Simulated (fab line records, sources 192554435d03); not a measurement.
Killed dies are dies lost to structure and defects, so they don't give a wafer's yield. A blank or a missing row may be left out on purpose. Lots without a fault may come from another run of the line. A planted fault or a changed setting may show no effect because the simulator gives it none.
Which tool did it? | flow n5_finfet | 9 lots, 27 wafers sampled, at 3 steps of a route of 1938

WHAT THE GAUGES READ, wafer by wafer
N5_BEOL_M3_INSPECT_13: inspects for defects (brightfield).
lot  | measured     | on                | raw_defect_count
L137 | day 7 05:15  | defect_inspect-02 | 360 567 299
L142 | day 8 05:45  | defect_inspect-01 | 376 354 358
L146 | day 9 04:46  | defect_inspect-01 | 423 451 313
L147 | day 9 17:25  | defect_inspect-01 | 387 345 507
L148 | day 9 19:02  | defect_inspect-01 | 290 289 281
L149 | day 10 07:12 | defect_inspect-01 | 434 273 297
L150 | day 10 10:31 | defect_inspect-01 | 414 378 466
L152 | day 11 00:46 | defect_inspect-01 | 1556 499 539
L154 | day 11 10:58 | defect_inspect-01 | 331 580 525

WHICH TOOL RAN EACH LOT (tool, then ch and the chambers of the sampled wafers, then the start)
lot  | N5_BEOL_M2_PRE_CLEAN_60          | N5_BEOL_M3_PECVD_72
L137 | cvd_co-02 ch 0,1, day 7 04:00    | pecvd-03 ch 0,2, day 7 04:24
L142 | cvd_co-01 ch 0,2, day 8 04:05    | pecvd-03 ch 0,1,2, day 8 04:32
L146 | cvd_co-02 ch 0,1, day 9 03:25    | pecvd-01 ch 0,1, day 9 03:50
L147 | cvd_co-01 ch 0,1, day 9 14:17    | pecvd-02 ch 0,1, day 9 14:41
L148 | cvd_co-02 ch 0,2, day 9 17:17    | pecvd-03 ch 0,1, day 9 17:42
L149 | cvd_co-01 ch 0,1,2, day 10 04:29 | pecvd-03 ch 0,1,2, day 10 04:52
L150 | cvd_co-01 ch 0,2, day 10 09:08   | pecvd-01 ch 0,2, day 10 09:35
L152 | cvd_co-02 ch 1,2, day 10 22:53   | pecvd-03 ch 0,1,2, day 10 23:17
L154 | cvd_co-01 ch 0,2, day 11 09:41   | pecvd-01 ch 0,1, day 11 10:04
- N5_BEOL_M2_PRE_CLEAN_60: time 15 s.
- N5_BEOL_M3_PECVD_72: deposits SiO2 from TEOS/O2, target thk 16 nm, time 18 s.

THE ANSWER, worked out from the rows above alone
Rule: what is usual is taken from the lots themselves. Put in order of their means at a reading, lots are off if they are a third of the lots or fewer, leave a main group of 4 or more, and stand apart from it by a gap of 3 or more times the standard deviation of the main group's means; of several such gaps the widest counts. A main group whose means are all the same, to the digits that the tables above print for the reading, isn't used. A lot without any number at a reading at which 4 lots or more have one is off too. The other lots that the step has rows for count as sound.
Off: L152, at N5_BEOL_M3_INSPECT_13 (raw_defect_count). The main group: mean 387, standard deviation 55.
A tool fits if, at a process step before that reading, it ran every lot that is off, and no sound lot after the first of them. The gauges at N5_BEOL_M3_INSPECT_13 are tried like those tools. Can't be told from this: 2 tools fit, cvd_co-02 at N5_BEOL_M2_PRE_CLEAN_60, pecvd-03 at N5_BEOL_M3_PECVD_72.

WHAT THE SIMULATOR HAD PUT IN
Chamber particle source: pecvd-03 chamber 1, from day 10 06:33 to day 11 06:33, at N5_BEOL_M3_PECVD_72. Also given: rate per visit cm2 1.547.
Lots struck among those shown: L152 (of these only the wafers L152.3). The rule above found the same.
